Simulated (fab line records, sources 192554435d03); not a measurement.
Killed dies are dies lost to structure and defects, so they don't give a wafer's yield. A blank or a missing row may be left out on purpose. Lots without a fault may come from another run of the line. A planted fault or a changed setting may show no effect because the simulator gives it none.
Chamber matching | flow n5_finfet | N5_BEOL_M7_ALD_77 on ald_metal-03: 4 sister chambers
The step deposits TaN, target thk 2 nm, pulse time 2 s, purge time 3 s. 18 wafers are shown with their chamber, then 9 later ones without.

WAFERS WITH THEIR CHAMBER
wafer  | chamber | heater_power_w (W) | precursor_vessel_carrier_sccm (sccm) | chamber_pressure_Torr (Torr)
L074.3 | 1       | 449                | 1001.5                               | 2.995
L074.5 | 2       | 371                | 1005.5                               | 2.989
L074.6 | 1       | 450                | 997.1                                | 2.991
L078.4 | 0       | 430                | 1002.0                               | 3.008
L078.5 | 3       | 400                | 999.5                                | 3.002
L078.6 | 0       | 437                | 998.1                                | 3.002
L079.2 | 3       | 394                | 997.7                                | 3.000
L079.3 | 1       | 451                | 998.6                                | 3.000
L079.6 | 1       | 446                | 1005.1                               | 2.996
L080.2 | 2       | 369                | 999.7                                | 3.000
L080.3 | 3       | 398                | 999.3                                | 2.989
L080.5 | 1       | 457                | 1000.9                               | 2.998
L081.1 | 1       | 454                | 1007.2                               | 2.991
L081.3 | 0       | 436                | 998.1                                | 3.005
L081.6 | 0       | 429                | 999.5                                | 3.008
L083.1 | 3       | 411                | 996.6                                | 3.005
L083.3 | 2       | 375                | 1004.7                               | 2.996
L083.4 | 0       | 430                | 998.5                                | 2.991

SIGNATURES (means of the wafers above)
reading                       | chamber 0 | chamber 1 | chamber 2 | chamber 3 | scatter within a chamber
heater_power_w                | 432.40    | 451.17    | 371.67    | 400.75    | 4.7
precursor_vessel_carrier_sccm | 999.240   | 1001.733  | 1003.300  | 998.275   | 2.8
chamber_pressure_Torr         | 3.00280   | 2.99517   | 2.99500   | 2.99900   | 0.00582
Rule: a wafer's distance from a chamber is the root of the sum, over the readings, of the square of ((its reading less the chamber's mean) divided by the reading's scatter). The wafer belongs to the nearest chamber; if the next one is less than 2 further off, it can't be placed. The scatter: the root of (the sum of the squares of (reading less its chamber's mean) over the shown wafers, divided by (wafers less chambers)).

WAFERS WITHOUT THEIR CHAMBER
wafer  | heater_power_w (W) | precursor_vessel_carrier_sccm (sccm) | chamber_pressure_Torr (Torr)
L085.3 | 444                | 1002.1                               | 3.008
L085.4 | 375                | 996.9                                | 3.008
L085.6 | 406                | 1000.3                               | 3.002
L090.1 | 440                | 996.8                                | 3.004
L090.2 | 360                | 1000.2                               | 3.003
L090.6 | 449                | 1001.7                               | 2.998
L093.1 | 450                | 998.9                                | 2.999
L093.2 | 405                | 1004.6                               | 2.998
L093.6 | 404                | 1002.3                               | 2.999

WHICH CHAMBER EACH WENT THROUGH
wafer  | from the rows above     | in truth
L085.3 | can't be placed: 1 or 0 | 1
L085.4 | 2                       | 2
L085.6 | 3                       | 3
L090.1 | can't be placed: 0 or 1 | 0
L090.2 | 2                       | 2
L090.6 | 1                       | 1
L093.1 | 1                       | 1
L093.2 | 3                       | 3
L093.6 | 3                       | 3
Placed correctly: 7 of 9. Can't be placed from these rows: 2 (the true chamber is among the candidates in 2). Placed wrongly: 0.
